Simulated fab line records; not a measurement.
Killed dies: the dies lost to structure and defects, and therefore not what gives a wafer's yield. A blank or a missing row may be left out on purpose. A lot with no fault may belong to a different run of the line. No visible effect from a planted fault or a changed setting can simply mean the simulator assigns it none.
Matching of chambers	flow nandHarc	NHARC_P_M1_STRIP_18 on rieDiel-12: 4 sister chambers
The step strips in N2/H2. 7 wafers are shown with their chamber, then 7 later ones without.

## WAFERS WITH THEIR CHAMBER
wafer	chamber	drypumpMotorCurrentA (A)	rfVppV (V)
L205.1	0	5.68	92.4
L205.3	2	5.75	93.0
L207.1	1	5.39	91.2
L207.3	0	5.63	93.5
L207.4	2	5.78	93.1
L216.1	1	5.37	90.6
L216.2	3	4.84	90.0

## WAFERS WITHOUT THEIR CHAMBER
wafer	drypumpMotorCurrentA (A)	rfVppV (V)
L216.6	4.86	90.6
L217.1	5.73	92.7
L217.5	5.71	92.6
L217.6	4.85	89.2
L222.2	5.63	91.2
L222.5	5.70	90.6
L222.6	5.39	90.1

## WHICH CHAMBER EACH WENT THROUGH
wafer	from the rows above	in truth
L216.6	3	3
L217.1	can't be placed: 2 or 0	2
L217.5	can't be placed: 0 or 2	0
L217.6	3	3
L222.2	0	0
L222.5	can't be placed: 0 or 2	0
L222.6	1	1
Correctly placed: 4 of 7. Can't be placed from these rows: 3 (the true chamber is among the candidates in 3). 0 placed wrongly.
How it was worked out, from the rows above alone: a wafer's distance from a chamber is the root of the sum, over the readings, of the square of ((its reading less the chamber's mean) divided by the reading's scatter). If the next closest chamber is less than 2 further off than the closest, the wafer can't be placed; otherwise it belongs to the closest. Each chamber's mean is taken over the wafers shown for it. The scatter: the root of (the sum of the squares of (reading less its chamber's mean) over the shown wafers, divided by (wafers less chambers)).
